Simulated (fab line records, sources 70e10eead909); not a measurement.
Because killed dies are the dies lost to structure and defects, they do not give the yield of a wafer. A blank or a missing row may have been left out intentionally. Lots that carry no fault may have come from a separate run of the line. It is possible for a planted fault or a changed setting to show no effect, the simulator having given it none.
Which tool did it?	flow nand_harc	24 lots with 72 wafers sampled at 6 steps, on a route of 1159 steps

WHAT EACH GAUGE READ, for each wafer
Not one reading of a measure or inspect step in the record can be checked against a usual standard deviation.

TOOL THAT RAN EACH LOT (tool first, then ch and the chambers of the sampled wafers, then the start)
lot	NHARC_A_CHANNEL_HOLE_D1_XSEM_31	NHARC_A_CHANNEL_FILL_D1_ALD_14	NHARC_A_CHANNEL_FILL_D1_ALD_15	NHARC_A_STAIRCASE_ETCH_170	NHARC_A_STAIRCASE_TRIM_20	NHARC_A_STAIRCASE_TRIM_24
L076	xsem-01 ch 0, day 9 00:19	ald_hk-02 ch 0,1, day 9 12:26	ald_sin_batch-01 ch 0, day 9 15:12	rie_diel-01 ch 1,2,3, day 11 09:55 or earlier	rie_diel-03 ch 0,2, day 11 09:55	rie_diel-03 ch 0,1,3, no start
L074	xsem-02 ch 0, day 9 00:29	ald_hk-04 ch 0,1, day 9 12:17	ald_sin_batch-01 ch 0, day 11 13:25 or earlier	rie_diel-01 ch 0,2,3, day 11 13:25 or earlier	rie_diel-03 ch 0,1,3, day 11 13:25	rie_diel-03 ch 1,2,3, no start
L075	xsem-01 ch 0, day 9 04:41	ald_hk-04 ch 1,2,3, day 9 12:07	ald_sin_batch-01 ch 0, day 11 09:14 or earlier	rie_diel-13 ch 1,2,3, day 11 09:14 or earlier	rie_diel-13 ch 0,1,2, day 11 09:14	rie_diel-13 ch 0,1,2, no start
L078	xsem-02 ch 0, day 9 06:33	ald_hk-02 ch 0,1,2, day 9 15:07	ald_sin_batch-03 ch 0, day 11 13:03 or earlier	rie_diel-01 ch 0,1,2, day 11 13:03 or earlier	rie_diel-13 ch 0,1,3, day 11 13:03	rie_diel-13 ch 0,1,3, no start
L079	xsem-01 ch 0, day 9 12:40	ald_hk-04 ch 0,1,3, day 9 20:01	ald_sin_batch-01 ch 0, day 11 22:35 or earlier	rie_diel-03 ch 0,1,3, day 11 22:35 or earlier	rie_diel-13 ch 0,2,3, day 11 22:35	rie_diel-13 ch 0,2,3, no start
L077	xsem-02 ch 0, day 9 13:03	ald_hk-02 ch 0,1,3, day 9 19:59	ald_sin_batch-01 ch 0, day 11 18:11 or earlier	rie_diel-01 ch 0,2,3, day 11 18:11 or earlier	rie_diel-13 ch 0,2,3, day 11 18:11	rie_diel-13 ch 0,1,3, no start
L080	xsem-01 ch 0, day 10 00:37	ald_hk-04 ch 1,2,3, day 10 07:59	ald_sin_batch-03 ch 0, day 12 09:41 or earlier	rie_diel-13 ch 0,2,3, day 12 09:41 or earlier	rie_diel-01 ch 0,1,2, day 12 09:41	rie_diel-01 ch 0,1, no start
L081	xsem-02 ch 0, day 10 11:10	ald_hk-01 ch 1,2,3, day 10 23:02	ald_sin_batch-01 ch 0, day 11 02:14	rie_diel-13 ch 1,2, day 13 01:05 or earlier	rie_diel-01 ch 0,1,2, day 13 01:05	rie_diel-01 ch 0,2, no start
L082	xsem-01 ch 0, day 10 14:19	ald_hk-01 ch 2,3, day 10 23:19	ald_sin_batch-01 ch 0, day 11 02:14	rie_diel-03 ch 0,2,3, day 12 21:04 or earlier	rie_diel-13 ch 2,3, day 12 21:04	rie_diel-13 ch 1,3, no start
L083	xsem-02 ch 0, day 10 15:20	ald_hk-01 ch 0,1,3, day 10 23:55	ald_sin_batch-01 ch 0, day 11 02:14	rie_diel-01 ch 0,1,3, day 12 20:42 or earlier	rie_diel-01 ch 0,2,3, day 12 20:42	rie_diel-01 ch 0,2,3, no start
L084	xsem-01 ch 0, day 10 23:40	ald_hk-01 ch 0,2,3, day 11 07:47	ald_sin_batch-02 ch 0, day 11 11:04	rie_diel-01 ch 0,1,3, day 13 10:01 or earlier	rie_diel-13 ch 1,2,3, day 13 10:01	rie_diel-13 ch 1,2,3, no start
L089	xsem-02 ch 0, day 11 15:38	ald_hk-04 ch 1,2,3, day 11 22:56	ald_sin_batch-01 ch 0, day 13 20:34 or earlier	rie_diel-03 ch 0,2, day 13 20:34 or earlier	rie_diel-13 ch 1,3, day 13 20:34	rie_diel-13 ch 0,2,3, no start
L085	xsem-01 ch 0, day 11 15:44	ald_hk-01 ch 1,2,3, day 11 22:56	ald_sin_batch-01 ch 0, day 12 02:04	rie_diel-01 ch 0,2,3, day 13 20:53 or earlier	rie_diel-01 ch 0,2,3, day 13 20:53	rie_diel-01 ch 1,2,3, no start
L087	xsem-02 ch 0, day 11 19:49	ald_hk-01 ch 0,1,3, day 12 03:17	ald_sin_batch-02 ch 0, day 12 06:28	rie_diel-01 ch 0,1,3, day 14 05:44 or earlier	rie_diel-13 ch 0,2,3, day 14 05:44	rie_diel-13 ch 2,3, no start
L086	xsem-01 ch 0, day 12 02:59	ald_hk-02 ch 1,3, day 12 11:30	ald_sin_batch-01 ch 0, day 14 14:38 or earlier	rie_diel-03 ch 0,2,3, day 14 14:38 or earlier	rie_diel-13 ch 0,1, day 14 14:38	rie_diel-13 ch 2,3, no start
L088	xsem-01 ch 0, day 12 13:47	ald_hk-01 ch 0,3, day 12 22:10	ald_sin_batch-01 ch 0, day 14 19:14 or earlier	rie_diel-01 ch 0,1,2, day 14 19:14 or earlier	rie_diel-01 ch 0,1,3, day 14 19:14	rie_diel-01 ch 1,2,3, no start
L090	xsem-02 ch 0, day 12 13:47	ald_hk-01 ch 2,3, day 12 21:59	ald_sin_batch-01 ch 0, day 14 18:51 or earlier	rie_diel-01 ch 0,1, day 14 18:51 or earlier	rie_diel-03 ch 2,3, day 14 18:51	rie_diel-03 ch 0,2, no start
L092	xsem-02 ch 0, day 12 22:14	ald_hk-02 ch 0,1,3, day 13 05:54	ald_sin_batch-03 ch 0, day 15 04:01 or earlier	rie_diel-13 ch 0,2,3, day 15 04:01 or earlier	rie_diel-03 ch 0,2,3, day 15 04:01	rie_diel-03 ch 0,2,3, no start
L091	xsem-01 ch 0, day 12 22:28	ald_hk-02 ch 1,2,3, day 13 05:36	ald_sin_batch-03 ch 0, day 15 04:07 or earlier	rie_diel-03 ch 2,3, day 15 04:07 or earlier	rie_diel-13 ch 1,2,3, day 15 04:07	rie_diel-13 ch 1,2,3, no start
L094	xsem-02 ch 0, day 13 11:08	ald_hk-02 ch 1,2,3, day 13 18:30	ald_sin_batch-01 ch 0, day 15 15:26 or earlier	rie_diel-13 ch 1,2,3, day 15 15:26 or earlier	rie_diel-03 ch 2,3, day 15 15:26	rie_diel-03 ch 0,2,3, no start
L093	xsem-01 ch 0, day 13 12:10	ald_hk-04 ch 0,2,3, day 13 18:33	ald_sin_batch-01 ch 0, day 15 16:07 or earlier	rie_diel-01 ch 0,1,2, day 15 16:07 or earlier	rie_diel-03 ch 0,2,3, day 15 16:07	rie_diel-03 ch 2,3, no start
L095	xsem-01 ch 0, day 13 17:55	ald_hk-01 ch 0,1,2, day 14 01:16	ald_sin_batch-02 ch 0, day 16 01:45 or earlier	rie_diel-03 ch 0,2,3, day 16 01:45 or earlier	rie_diel-13 ch 0,1, day 16 01:45	rie_diel-13 ch 2,3, no start
L097	xsem-01 ch 0, day 14 00:25	ald_hk-04 ch 0,2,3, day 14 09:05	ald_sin_batch-01 ch 0, day 16 06:20 or earlier	rie_diel-01 ch 0,1,3, day 16 06:20 or earlier	rie_diel-13 ch 0,1, day 16 06:20	rie_diel-13 ch 0,2,3, no start
L096	xsem-02 ch 0, day 14 04:36	ald_hk-01 ch 2,3, day 14 11:59	ald_sin_batch-02 ch 0, day 16 07:39 or earlier	rie_diel-01 ch 1,2,3, day 16 07:39 or earlier	rie_diel-03 ch 2,3, day 16 07:39	rie_diel-03 ch 0,3, no start
- NHARC_A_CHANNEL_HOLE_D1_XSEM_31
- NHARC_A_CHANNEL_FILL_D1_ALD_14: deposits SiO2, target thk 2.5 nm, pulse time 10 s, ald cycles 25.
- NHARC_A_CHANNEL_FILL_D1_ALD_15: deposits SiNx, target thk 2 nm, pulse time 60 s, ald cycles 19.
- NHARC_A_STAIRCASE_ETCH_170: etches the open film in C4F6/O2, target depth 200 nm, time 66.667 s.
- NHARC_A_STAIRCASE_TRIM_20: chemistry O2, time 211.2 s.
- NHARC_A_STAIRCASE_TRIM_24: chemistry O2, time 211.2 s.

AS READ BY THE TOOLS THEMSELVES (means over the sampled wafers that have a number; for cases with no such wafer, the mark the record gives instead)
NHARC_A_CHANNEL_HOLE_D1_XSEM_31.
lot	tool	bot_cd_nm (nm)	bow_nm (nm)	tilt_deg (degrees)
L076	xsem-01	76.3	8.7	0.05
L074	xsem-02	75.1	8.4	0.05
L075	xsem-01	75.7	8.8	0.02
L078	xsem-02	73.2	8.7	0.04
L079	xsem-01	75.6	9.0	0.02
L077	xsem-02	75.7	8.2	0.03
L080	xsem-01	75.8	8.6	0.05
L081	xsem-02	72.9	8.6	0.07
L082	xsem-01	74.6	8.3	0.08
L083	xsem-02	75.5	8.5	0.00
L084	xsem-01	73.5	8.4	0.07
L089	xsem-02	74.2	8.8	0.11
L085	xsem-01	74.3	8.3	0.07
L087	xsem-02	73.8	8.2	0.11
L086	xsem-01	72.4	8.9	0.07
L088	xsem-01	75.1	8.9	0.04
L090	xsem-02	75.6	9.0	0.09
L092	xsem-02	74.4	8.9	0.07
L091	xsem-01	74.9	8.5	0.09
L094	xsem-02	75.7	8.0	0.08
L093	xsem-01	75.0	8.1	0.14
L095	xsem-01	74.7	8.3	0.05
L097	xsem-01	74.8	8.1	0.10
L096	xsem-02	73.1	8.3	0.06

NHARC_A_CHANNEL_FILL_D1_ALD_14.
lot	tool	heater_power_w (W)	precursor_pulse_height_rel
L076	ald_hk-02	556	0.989
L074	ald_hk-04	415	0.987
L075	ald_hk-04	486	0.995
L078	ald_hk-02	502	1.011
L079	ald_hk-04	452	0.982
L077	ald_hk-02	500	1.003
L080	ald_hk-04	484	1.000
L081	ald_hk-01	460	1.021
L082	ald_hk-01	466	1.012
L083	ald_hk-01	455	1.019
L084	ald_hk-01	465	0.996
L089	ald_hk-04	488	1.013
L085	ald_hk-01	456	1.007
L087	ald_hk-01	466	0.989
L086	ald_hk-02	466	1.002
L088	ald_hk-01	465	1.011
L090	ald_hk-01	475	1.002
L092	ald_hk-02	511	0.969
L091	ald_hk-02	467	1.002
L094	ald_hk-02	475	1.020
L093	ald_hk-04	474	0.967
L095	ald_hk-01	449	1.008
L097	ald_hk-04	462	1.012
L096	ald_hk-01	465	0.976

NHARC_A_CHANNEL_FILL_D1_ALD_15.
lot	tool	chamber_pressure_Torr (Torr)	precursor_pulse_height_rel
L076	ald_sin_batch-01	1.997	1.001
L074	ald_sin_batch-01	1.999	1.008
L075	ald_sin_batch-01	1.996	0.983
L078	ald_sin_batch-03	1.995	1.030
L079	ald_sin_batch-01	1.998	1.004
L077	ald_sin_batch-01	2.002	1.014
L080	ald_sin_batch-03	1.994	1.013
L081	ald_sin_batch-01	1.998	1.009
L082	ald_sin_batch-01	2.001	1.004
L083	ald_sin_batch-01	2.000	0.979
L084	ald_sin_batch-02	2.000	0.996
L089	ald_sin_batch-01	1.997	1.002
L085	ald_sin_batch-01	2.002	0.985
L087	ald_sin_batch-02	1.999	0.989
L086	ald_sin_batch-01	2.002	0.996
L088	ald_sin_batch-01	2.003	1.001
L090	ald_sin_batch-01	2.005	0.999
L092	ald_sin_batch-03	2.005	0.999
L091	ald_sin_batch-03	1.998	1.013
L094	ald_sin_batch-01	1.997	1.002
L093	ald_sin_batch-01	1.999	0.999
L095	ald_sin_batch-02	2.007	1.006
L097	ald_sin_batch-01	2.000	0.990
L096	ald_sin_batch-02	2.001	1.010

NHARC_A_STAIRCASE_ETCH_170.
lot	tool	c4f6_flow_sccm (sccm)	drypump_motor_current_A (A)	oes_product_au (a.u.)	rf_vpp_V (V)	showerhead_plenum_p_Torr (Torr)	throttle_valve_pct (%)
L076	rie_diel-01	25.01	5.8	0.942	544	3.76	26.902
L074	rie_diel-01	25.05	5.8	0.962	545	3.83	26.908
L075	rie_diel-13	24.96	6.2	0.976	546	3.91	26.902
L078	rie_diel-01	24.96	6.0	0.949	546	3.87	26.914
L079	rie_diel-03	24.98	6.1	0.967	544	3.82	26.904
L077	rie_diel-01	25.07	5.9	0.953	545	3.83	26.902
L080	rie_diel-13	25.03	5.8	0.967	544	3.80	26.900
L081	rie_diel-13	25.01	6.2	0.964	549	4.04	26.909
L082	rie_diel-03	25.07	6.1	0.986	545	3.82	26.910
L083	rie_diel-01	24.97	5.7	0.963	545	3.84	26.897
L084	rie_diel-01	25.03	5.8	0.969	545	3.83	26.902
L089	rie_diel-03	25.04	6.1	0.984	544	3.74	26.897
L085	rie_diel-01	24.99	5.8	0.963	545	3.82	26.910
L087	rie_diel-01	24.94	5.8	0.950	546	3.83	26.898
L086	rie_diel-03	25.02	6.1	0.985	545	3.81	26.901
L088	rie_diel-01	24.95	6.0	0.949	546	3.86	26.895
L090	rie_diel-01	25.02	6.0	0.974	546	3.87	26.911
L092	rie_diel-13	25.00	5.8	0.994	547	3.98	26.913
L091	rie_diel-03	25.01	6.2	0.977	544	3.81	26.898
L094	rie_diel-13	24.93	6.2	0.975	549	4.08	26.905
L093	rie_diel-01	25.03	6.0	0.946	545	3.86	26.903
L095	rie_diel-03	25.02	6.1	0.948	545	3.81	26.909
L097	rie_diel-01	25.01	5.7	0.985	545	3.82	26.895
L096	rie_diel-01	24.99	5.7	0.990	543	3.74	26.902

NHARC_A_STAIRCASE_TRIM_20.
lot	tool	drypump_motor_current_A (A)	oes_product_au (a.u.)	rf_vpp_V (V)	showerhead_plenum_p_Torr (Torr)	throttle_valve_pct (%)
L076	rie_diel-03	6.0	1.016	57.4	3.44	17.031
L074	rie_diel-03	6.0	1.004	56.8	3.43	17.040
L075	rie_diel-13	5.7	1.005	58.6	3.55	17.040
L078	rie_diel-13	5.9	1.001	57.8	3.43	17.043
L079	rie_diel-13	5.8	0.992	57.2	3.42	17.049
L077	rie_diel-13	5.8	1.002	57.8	3.42	17.040
L080	rie_diel-01	6.1	0.993	57.8	3.48	17.037
L081	rie_diel-01	6.0	0.989	56.9	3.47	17.036
L082	rie_diel-13	6.2	0.991	58.7	3.69	17.037
L083	rie_diel-01	5.9	1.002	57.7	3.43	17.036
L084	rie_diel-13	6.2	0.993	58.3	3.69	17.029
L089	rie_diel-13	6.3	0.996	57.9	3.69	17.034
L085	rie_diel-01	5.8	0.996	58.4	3.43	17.038
L087	rie_diel-13	5.8	1.008	57.3	3.59	17.036
L086	rie_diel-13	5.8	1.005	57.8	3.54	17.040
L088	rie_diel-01	5.7	0.989	57.6	3.44	17.037
L090	rie_diel-03	6.2	1.008	56.3	3.43	17.033
L092	rie_diel-03	6.1	1.003	57.4	3.42	17.035
L091	rie_diel-13	6.2	0.996	58.0	3.68	17.035
L094	rie_diel-03	6.2	1.002	57.1	3.42	17.035
L093	rie_diel-03	6.1	0.999	58.2	3.42	17.044
L095	rie_diel-13	5.4	1.008	57.6	3.44	17.036
L097	rie_diel-13	5.4	1.018	57.0	3.43	17.026
L096	rie_diel-03	6.3	1.013	57.1	3.35	17.036

NHARC_A_STAIRCASE_TRIM_24.
lot	tool	drypump_motor_current_A (A)	oes_product_au (a.u.)	rf_vpp_V (V)	showerhead_plenum_p_Torr (Torr)	throttle_valve_pct (%)
L076	rie_diel-03	6.0	1.004	57.9	3.43	17.038
L074	rie_diel-03	6.2	1.001	56.2	3.36	17.032
L075	rie_diel-13	5.8	1.006	57.4	3.55	17.040
L078	rie_diel-13	5.9	1.007	58.1	3.43	17.037
L079	rie_diel-13	5.8	0.995	57.9	3.42	17.029
L077	rie_diel-13	5.9	0.996	57.5	3.43	17.044
L080	rie_diel-01	6.0	0.992	58.0	3.56	17.035
L081	rie_diel-01	6.2	0.998	57.8	3.46	17.042
L082	rie_diel-13	6.3	0.989	57.1	3.70	17.035
L083	rie_diel-01	5.8	0.994	57.5	3.43	17.036
L084	rie_diel-13	6.2	0.993	58.5	3.69	17.038
L089	rie_diel-13	5.8	1.002	57.8	3.59	17.036
L085	rie_diel-01	5.7	0.993	57.4	3.37	17.047
L087	rie_diel-13	6.3	0.992	58.9	3.74	17.030
L086	rie_diel-13	6.3	0.985	57.6	3.74	17.040
L088	rie_diel-01	5.8	0.996	57.9	3.36	17.044
L090	rie_diel-03	6.2	1.001	57.3	3.36	17.038
L092	rie_diel-03	6.1	1.001	57.6	3.42	17.041
L091	rie_diel-13	6.2	0.993	58.2	3.68	17.023
L094	rie_diel-03	6.1	0.994	57.4	3.42	17.037
L093	rie_diel-03	6.2	1.008	57.7	3.42	17.031
L095	rie_diel-13	6.2	0.989	58.2	3.67	17.045
L097	rie_diel-13	5.8	1.000	57.9	3.58	17.032
L096	rie_diel-03	6.0	1.008	58.0	3.48	17.043

THE ANSWER, worked out from the rows above alone
Rule: usual is defined by the lots themselves. The widest of any qualifying gaps counts: lots, ordered by their means at a reading, are off when they make up no more than a third of the lots, leave a main group of 4 or more, and stand apart from it by 3 or more times the standard deviation of that group's means. If all means in a main group match to the digits the tables above print for the reading, that group is not used. Also off: a lot with no number at a reading for which 4 or more lots have one. All remaining lots with rows at the step are treated as sound. The gauges are gone through in route order, then the tools' own readings, and for those a lot's mean is taken as printed above. The first step at which some lot is off is used, and at that step the reading that is off furthest; a lot without a number counts as furthest.
Nothing can be told from this: no lot is off at any reading shown.

WHAT THE SIMULATOR PUT IN
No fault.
